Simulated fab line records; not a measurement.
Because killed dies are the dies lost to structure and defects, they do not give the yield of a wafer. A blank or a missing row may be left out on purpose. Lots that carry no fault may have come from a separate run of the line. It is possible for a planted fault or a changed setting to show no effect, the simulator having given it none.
Split-lot trial -- flow n5_finfet -- 39 wafers read from 7 lots, route of 1938 steps

== ABOUT THE SPLIT ==
At N5_FIN_SAQP_SPACER1_ALD_24 (deposits SiO2, target thk 20.3 nm, pulse time 1 s, purge time 2 s), the setting temp_c was moved away from the recipe's 300 C on 12 of the 39 wafers read, by -4.1% to +4.8%. For the rest of the wafers, this setting stayed at what the recipe calls for.

The reading is taken at the split's own step.

== THE READING ==
SiO2_of_FIN_SAQP_SPACER1_ALD_24.thk_nm (the simulator's own value, which no gauge read), in nm, at N5_FIN_SAQP_SPACER1_ALD_24 (deposits SiO2, target thk 20.3 nm, pulse time 1 s, purge time 2 s). The file gives no usual value for it. Across the 27 wafers here that went through the recipe, the average is 20.3 nm and the standard deviation 0.11 nm.

wafer,"tool, chamber at the split","temp_c as run, C",against the recipe,"SiO2_of_FIN_SAQP_SPACER1_ALD_24.thk_nm, nm",against lot-mates on the recipe
L075.1,"ald_sin-04, 1",300,recipe,20.4,-
L075.2,"ald_sin-04, 0,2,0",291.1,-3.0%,21,+0.7
L075.4,"ald_sin-04, 0,2,0",291.1,-3.0%,21,+0.7
L075.6,"ald_sin-04, 0,2,0",291.1,-3.0%,21,+0.7
L075.3,"ald_sin-04, 3",300,recipe,20.2,-
L075.5,"ald_sin-04, 3",300,recipe,20.2,-
L080.3,"ald_sin-04, 0",300,recipe,20.4,-
L080.4,"ald_sin-04, 3,1",300,recipe,20.2,-
L080.6,"ald_sin-04, 3,1",300,recipe,20.2,-
L082.1,"ald_sin-03, 0",300,recipe,20.4,-
L082.2,"ald_sin-03, 2,3,0",287.6,-4.1%,21.2,+0.9
L082.5,"ald_sin-03, 2,3,0",287.6,-4.1%,21.2,+0.9
L082.6,"ald_sin-03, 2,3,0",287.6,-4.1%,21.2,+0.9
L082.3,"ald_sin-03, 1,3",300,recipe,20.2,-
L082.4,"ald_sin-03, 1,3",300,recipe,20.2,-
L083.1,"ald_sin-02, 3,0",300,recipe,20.4,-
L083.6,"ald_sin-02, 3,0",300,recipe,20.4,-
L083.2,"ald_sin-02, 2,1,3",311.6,+3.9%,20,-0.3
L083.3,"ald_sin-02, 2,1,3",311.6,+3.9%,20,-0.3
L083.5,"ald_sin-02, 2,1,3",311.6,+3.9%,20,-0.3
L083.4,"ald_sin-02, 0",300,recipe,20.2,-
L088.1,"ald_sin-02, 0,2,1",300,recipe,20.4,-
L088.2,"ald_sin-02, 0,2,1",300,recipe,20.4,-
L088.4,"ald_sin-02, 0,2,1",300,recipe,20.4,-
L088.3,"ald_sin-02, 3,0,3",300,recipe,20.2,-
L088.5,"ald_sin-02, 3,0,3",300,recipe,20.2,-
L088.6,"ald_sin-02, 3,0,3",300,recipe,20.2,-
L094.1,"ald_sin-02, 1,2,0,3,3",300,recipe,20.4,-
L094.2,"ald_sin-02, 1,2,0,3,3",300,recipe,20.4,-
L094.3,"ald_sin-02, 1,2,0,3,3",300,recipe,20.4,-
L094.4,"ald_sin-02, 1,2,0,3,3",300,recipe,20.4,-
L094.6,"ald_sin-02, 1,2,0,3,3",300,recipe,20.4,-
L094.5,"ald_sin-02, 2",300,recipe,20.6,-
L097.1,"ald_sin-03, 1,3,3",300,recipe,20.4,-
L097.2,"ald_sin-03, 1,3,3",300,recipe,20.4,-
L097.6,"ald_sin-03, 1,3,3",300,recipe,20.4,-
L097.3,"ald_sin-03, 0",314.3,+4.8%,19.8,-0.6
L097.4,"ald_sin-03, 2",314.3,+4.8%,20,-0.4
L097.5,"ald_sin-03, 2",314.3,+4.8%,20,-0.4
The file does not say which wafer passed through which chamber wherever a row lists several chambers: such a row stands for several wafers.

THE FIT
A straight line over all 39 wafers: SiO2_of_FIN_SAQP_SPACER1_ALD_24.thk_nm changes by -0.14 nm for each +1% of temp_c; r = -0.90; the points scatter about the line by 0.16 nm.
The same after taking each lot's own level away (the mean of its wafers on the recipe; 39 wafers): -0.152 nm for each +1%; r = -0.91; scatter 0.15 nm.
That fit puts the effect of the largest move of temp_c on the reading at 0.73 nm.
Across the lots, their own levels run from 20.27 to 20.43 nm, a range of 1.5 times the standard deviation given above.
So the lot-to-lot level changes the slope little: the two slopes agree.
Check: -0.648 nm against its lot-mates is what the line predicts for one of the wafers moved furthest among these (+4.8%) when that wafer is left out of the fit. It came out at -0.6 nm against them.

== THE FILE'S OWN FIT ==
SiO2_of_FIN_SAQP_SPACER1_ALD_24.thk_nm changes by -0.15 nm for each +1% of temp_c, r = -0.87.
